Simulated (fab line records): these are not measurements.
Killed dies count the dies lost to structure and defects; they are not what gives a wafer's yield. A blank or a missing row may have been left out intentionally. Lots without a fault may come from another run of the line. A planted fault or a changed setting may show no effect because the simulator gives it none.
Chamber matching    flow nand_harc    4 sister chambers for NHARC_A_CHANNEL_FILL_D2_ALD_25 on ald_hk-01
The step deposits SiOx, target thk 60 nm, pulse time 10 s, ald cycles 600. 7 wafers are shown with their chamber, then 9 later ones without.

WAFERS, EACH WITH ITS CHAMBER
wafer   chamber  heater_power_w (W)  precursor_pulse_height_rel
L082.1  3        393                 1.022
L087.4  1        442                 1.022
L087.2  0        526                 0.999
L087.6  2        412                 1.010
L089.2  2        419                 1.002
L089.3  3        393                 1.016
L089.5  0        525                 1.003

WAFERS MISSING THEIR CHAMBER
wafer   heater_power_w (W)  precursor_pulse_height_rel
L090.1  403                 0.980
L090.2  423                 0.987
L090.6  495                 1.022
L094.1  412                 0.980
L094.3  421                 0.968
L094.4  488                 1.026
L096.2  432                 1.020
L096.5  419                 0.974
L096.6  496                 1.005

WHICH CHAMBER EACH WENT THROUGH
wafer    from the rows above       in truth
L090.1   2                         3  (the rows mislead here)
L090.2   2                         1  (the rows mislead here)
L090.6   0                         0
L094.1   2                         2
L094.3   2                         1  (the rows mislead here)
L094.4   can't be placed: 0 or 1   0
L096.2   1                         1
L096.5   2                         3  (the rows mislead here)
L096.6   0                         0
4 of 9 placed correctly. Can't be placed from these rows: 1 (the true chamber is among the candidates in 1). Number placed wrongly: 4.
How it was worked out, from the rows above alone: a wafer's distance from a chamber is the root of the sum, over the readings, of the square of ((its reading less the chamber's mean) divided by the reading's scatter). The wafer belongs to the nearest chamber; if the next one is less than 2 further off, it can't be placed. A chamber's mean is the mean of its shown wafers. The scatter is the square root of a quotient: the sum, over the shown wafers, of each reading's squared deviation from its chamber's mean, divided by wafers minus chambers.
